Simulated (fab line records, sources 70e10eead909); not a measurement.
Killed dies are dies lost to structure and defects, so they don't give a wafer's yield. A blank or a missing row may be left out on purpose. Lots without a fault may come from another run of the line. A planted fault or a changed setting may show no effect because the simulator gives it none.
Chamber matching | flow nand_harc | NHARC_A_CHANNEL_FILL_D2_ETCHBACK_20 on rie_diel-02: 4 sister chambers
The step etches the open film in C4F8/O2/Ar, target depth 27 nm, time 13.5 s. 14 wafers are shown with their chamber, then 7 later ones without.

WAFERS WITH THEIR CHAMBER
wafer  | chamber | rf_vpp_V (V) | bias_w (W) | chamber_pressure_mTorr (mTorr)
L593.3 | 2       | 986          | 1501       | 25.004
L593.5 | 0       | 974          | 1492       | 24.993
L593.6 | 1       | 984          | 1507       | 25.001
L598.4 | 3       | 981          | 1504       | 24.989
L598.5 | 1       | 984          | 1507       | 24.987
L598.6 | 2       | 987          | 1500       | 24.936
L599.3 | 1       | 983          | 1504       | 25.000
L599.4 | 3       | 983          | 1500       | 25.014
L599.6 | 1       | 984          | 1503       | 25.020
L600.2 | 0       | 972          | 1499       | 25.015
L600.5 | 0       | 974          | 1495       | 25.017
L600.6 | 1       | 985          | 1498       | 25.023
L601.1 | 0       | 974          | 1502       | 25.008
L601.4 | 2       | 988          | 1502       | 24.984

SIGNATURES (means of the wafers above)
reading                | chamber 0 | chamber 1 | chamber 2 | chamber 3 | scatter within a chamber
rf_vpp_V               | 973.50    | 984.00    | 987.00    | 982.00    | 0.949
bias_w                 | 1497.00   | 1503.80   | 1501.00   | 1502.00   | 3.5
chamber_pressure_mTorr | 25.00825  | 25.00620  | 24.97467  | 25.00150  | 0.02
Rule: a wafer's distance from a chamber is the root of the sum, over the readings, of the square of ((its reading less the chamber's mean) divided by the reading's scatter). The wafer belongs to the nearest chamber; if the next one is less than 2 further off, it can't be placed. The scatter: the root of (the sum of the squares of (reading less its chamber's mean) over the shown wafers, divided by (wafers less chambers)).

WAFERS WITHOUT THEIR CHAMBER
wafer  | rf_vpp_V (V) | bias_w (W) | chamber_pressure_mTorr (mTorr)
L601.5 | 974          | 1500       | 24.982
L608.2 | 984          | 1495       | 25.009
L608.3 | 974          | 1500       | 24.985
L608.5 | 987          | 1503       | 25.027
L609.3 | 983          | 1498       | 25.003
L609.5 | 975          | 1501       | 25.018
L609.6 | 980          | 1502       | 25.016

WHICH CHAMBER EACH WENT THROUGH
wafer  | from the rows above          | in truth
L601.5 | 0                            | 0
L608.2 | can't be placed: 1 or 3 or 2 | 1
L608.3 | 0                            | 0
L608.5 | can't be placed: 2 or 1      | 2
L609.3 | can't be placed: 3 or 1      | 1
L609.5 | 0                            | 0
L609.6 | 3                            | 3
Placed correctly: 4 of 7. Can't be placed from these rows: 3 (the true chamber is among the candidates in 3). Placed wrongly: 0.
